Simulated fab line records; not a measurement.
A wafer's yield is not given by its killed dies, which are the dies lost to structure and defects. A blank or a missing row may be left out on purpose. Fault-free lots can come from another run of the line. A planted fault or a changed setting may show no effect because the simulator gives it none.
A lot that was struck, set against a sound lot | flow n5 finfet | 32 out of 1938 route steps
Sound: these wafers, L291.3, L291.5, L291.6. Struck: wafers L303.2, L303.6 (left out: L303.5, a lot-mate that was not struck); the cause follows at the end.
Per side, at each step with rows, come the tool, then ch with its chambers, and then its first start. Under that, the readings that differ: sound wafers | struck wafers | difference of the means | sigmas: that difference in standard deviations of wafers without a fault.
alike: readings with means less than 2 such deviations apart, plus words and numbers identical on both sides. not compared: withheld readings, readings lacking a value on some wafer, bounds such as >300 that could conceal the same value, and numbers that have no deviation in the record and whose values overlap.
Wherever a step has rows on one side only, a row that says differs or no value, or a row with sigmas, the two part there. Non-overlapping numbers with no deviation appear without sigmas and do not part them. A reading missing from all wafers of one side parts the sides only when that side holds two or more wafers.

first, 2 steps without rows for these wafers: N5_ZERO_LAYER_PRECLEAN_00 (cleans in SPM, time 600 s); N5_ZERO_LAYER_SRD_01 (time 30 s, dry time 30 s).
N5_ZERO_LAYER_PECVD_02: deposits SiO2 from SiH4/N2O, target thk 10 nm, time 6 s.
  sound on pecvd-04 ch 0,2, day 1 12:17; struck on pecvd-04 ch 2, day 4 12:17
  alike: heater power w, showerhead plenum p Torr, susceptor temp C
then, 13 steps without rows for these wafers: N5_ZERO_LAYER_HMDS_04 (time 60 s); N5_ZERO_LAYER_COAT_05 (resist thk 1000 nm); N5_ZERO_LAYER_EBR_07; N5_ZERO_LAYER_SOFTBAKE_06 (time 90 s); N5_ZERO_LAYER_EXPOSE_08 (exposes mask ZERO, defocus 0 nm, target cd 2000 nm); N5_ZERO_LAYER_PEB_09; N5_ZERO_LAYER_DEVELOP_10 (develop time 60 s); N5_ZERO_LAYER_HARDBAKE_23 (time 120 s); N5_ZERO_LAYER_DESCUM_16 (chemistry O2, time 7.9 s); N5_ZERO_LAYER_ETCH_17 (etches SiO2 in CF4, target depth 12 nm, time 13.3 s); N5_ZERO_LAYER_ETCH_18 (etches Si in HBr/Cl2, target depth 120 nm, time 40 s); N5_ZERO_LAYER_STRIP_24 (strips in O2); N5_ZERO_LAYER_STRIP_19 (strips in SPM, time 900 s).
N5_ZERO_LAYER_INSPECT_20: inspects for defects (darkfield).
  struck on defect inspect-01, day 4 13:15; sound on defect inspect-01, day 1 13:33
  reading          | sound    | struck  | difference | sigmas
  raw defect count | 38 22 41 | 527 590 | +525       | +33
then, 8 steps without rows for these wafers: N5_WELL_APT_HMDS_01 (time 60 s); N5_WELL_APT_COAT_02 (resist thk 950 nm); N5_WELL_APT_EBR_04; N5_WELL_APT_SOFTBAKE_03 (time 60 s); N5_WELL_APT_EXPOSE_05 (exposes mask NWELL, defocus 0 nm, target cd 200 nm); N5_WELL_APT_PEB_06 (peb time 90 s); N5_WELL_APT_DEVELOP_07 (develop time 45 s); N5_WELL_APT_HARDBAKE_12 (time 120 s).
N5_WELL_APT_INSPECT_10: inspects for defects (macro).
  struck on defect inspect-02, day 4 13:37; sound on defect inspect-01, day 1 13:55
  reading          | sound | struck    | difference | sigmas
  raw defect count | 5 1 3 | >300 >300 | differs    |
then, 3 steps without rows for these wafers: N5_WELL_APT_DESCUM_13 (chemistry O2, time 7.9 s); N5_WELL_APT_IMPLANT_14; N5_WELL_APT_IMPLANT_15.
N5_WELL_APT_INSPECT_38: inspects for defects (darkfield).
  struck on defect inspect-01, day 4 16:49; sound on defect inspect-01, day 1 18:46
  reading          | sound  | struck  | difference | sigmas
  raw defect count | 25 7 9 | 498 532 | +501       | +99 or more
-- the record jumps here: 7 days lie between the struck wafers' starts before and after (it left off in module WELL_APT and takes up again in module BEOL_M4, whose first step shown is number 1111 of the route) --
N5_BEOL_M4_RC_MEAS_101:
  sound on prober-02 ch 0, day 7 23:16; struck on prober-01 ch 0, day 11 13:13
  alike: DIBL_N, DIBL_P, IOFF_N, IOFF_P, ION_N, ION_P, SS_N, SS_P, VT_N, VT_P
-- the record jumps here: 5 days lie between the struck wafers' starts before and after (it left off in module BEOL_M4 and takes up again in module PASSIVATION, whose first step shown is number 1936 of the route) --
N5_PASSIVATION_PROBE_49:
  only the struck wafers here have rows in the record (prober-01, day 16 08:15); the sound ones have none

WHERE THEY PART
Last at N5_PASSIVATION_PROBE_49 as far as this record goes, first at N5_ZERO_LAYER_INSPECT_20.

WHY: what had been put in by the simulator
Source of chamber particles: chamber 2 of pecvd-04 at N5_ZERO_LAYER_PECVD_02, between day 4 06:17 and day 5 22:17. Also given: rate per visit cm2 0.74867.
